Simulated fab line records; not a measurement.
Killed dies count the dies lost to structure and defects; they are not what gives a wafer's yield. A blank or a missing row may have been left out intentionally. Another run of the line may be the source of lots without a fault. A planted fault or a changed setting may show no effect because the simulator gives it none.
Struck lot and sound lot, side by side + flow nandHarc + 15 out of 1302 route steps
Sound: the wafers L742.2, L742.3, L742.5. Struck: wafer L750.4 (left out: L750.2, L750.6 of the same lot, which were not struck); the cause appears at the end.
Per side, at each step with rows, come the tool, then ch with its chambers, and then its first start. Under that, the readings that differ: sound wafers + struck wafers + difference of the means + sigmas: that difference in standard deviations of wafers without a fault.
alike: readings whose means differ by less than 2 such deviations, and words and numbers that are the same on both sides. not compared: withheld readings, readings that some wafer has no value for, bounds like >300 that may hide the same value, and numbers for which the record gives no deviation and whose values overlap.
Wherever a step has rows on one side only, a row that says differs or no value, or a row with sigmas, the two part there. Numbers that don't overlap but have no deviation are shown without sigmas and don't part them. Lack of a reading on every wafer of one side parts them only where that side has two or more wafers.

first, 4 steps without rows for these wafers: NHARC_A_DECK1_JOINT_CURE_26 (time 32 s); NHARC_A_DECK1_JOINT_ANNEAL_27 (time 3600 s); NHARC_A_DECK1_JOINT_ANNEAL_28 (time 1800 s); NHARC_A_DECK1_JOINT_ANNEAL_29 (time 1800 s).
NHARC_A_DECK1_JOINT_CMP_02: polishes SiOx.
  sound on cmp-02 ch 0,1,3, day 12 18:13; struck on cmp-03 ch 2, day 15 23:49
| reading           | sound          | struck | difference | sigmas |
|-------------------|----------------|--------|------------|--------|
| motorCurrentA (A) | 12.7 15.2 11.1 | 10.3   | -2.7       | -2     |
  alike: edgeZonePressureFrac
then, 1 step without rows for these wafers: NHARC_A_DECK1_JOINT_SRD_15.
NHARC_A_DECK1_JOINT_DEP_16: deposits SiO2, target thk 45 nm.
  sound on pecvd-02 ch 1,2, day 12 18:38; struck on pecvd-01 ch 0, day 16 00:16
  alike: heaterPowerW, throttleValvePct
NHARC_A_DECK1_JOINT_THK_MEAS_17: measures by ellipsometry.
  sound: filmMetro-02 at day 12 18:53; struck: filmMetro-02 at day 16 00:31
  alike: thkNm
NHARC_A_DECK1_JOINT_INSPECT_05:
  sound: defectInspect-01 at day 12 18:55; struck: defectInspect-01 at day 16 00:33
  alike: rawDefectCount
then, no rows for these wafers at 1 step: NHARC_A_ONON_D2_DEP_00 (target thk 1000 nm).
NHARC_A_ONON_D2_THK_MEAS_02: measures by ellipsometry.
  sound: filmMetro-02 at day 12 19:29; struck: filmMetro-02 at day 16 01:07
  alike: thkNm
NHARC_A_ONON_D2_DEP_03: target thk 1000 nm.
  sound on pecvdOnon-02 ch 0, day 12 19:36; struck on pecvdOnon-01 ch 0, day 16 01:14
NHARC_A_ONON_D2_THK_MEAS_05: measures by ellipsometry.
  sound: filmMetro-02 at day 12 20:04; struck: filmMetro-02 at day 16 01:41
| reading    | sound         | struck | difference | sigmas |
|------------|---------------|--------|------------|--------|
| thkNm (nm) | 1000 997 1001 | 903    | -96        | -11    |
then, no rows for these wafers at 1 step: NHARC_A_ONON_D2_DEP_06 (target thk 1000 nm).
-- the record jumps here: 12 days lie between the struck wafers' starts before and after (it left off in module A_ONON_D2 and takes up again in module END, whose first step shown is number 1302 of the route) --
NHARC_END_SORT_01:
  only the struck wafers appear in the record here, on prober-01 ch 0 at day 28 07:50; the sound ones have no rows

## WHERE THEY PART
Last at NHARC_END_SORT_01 as far as this record goes, first at NHARC_A_DECK1_JOINT_CMP_02.

WHY: whatever the simulator had introduced
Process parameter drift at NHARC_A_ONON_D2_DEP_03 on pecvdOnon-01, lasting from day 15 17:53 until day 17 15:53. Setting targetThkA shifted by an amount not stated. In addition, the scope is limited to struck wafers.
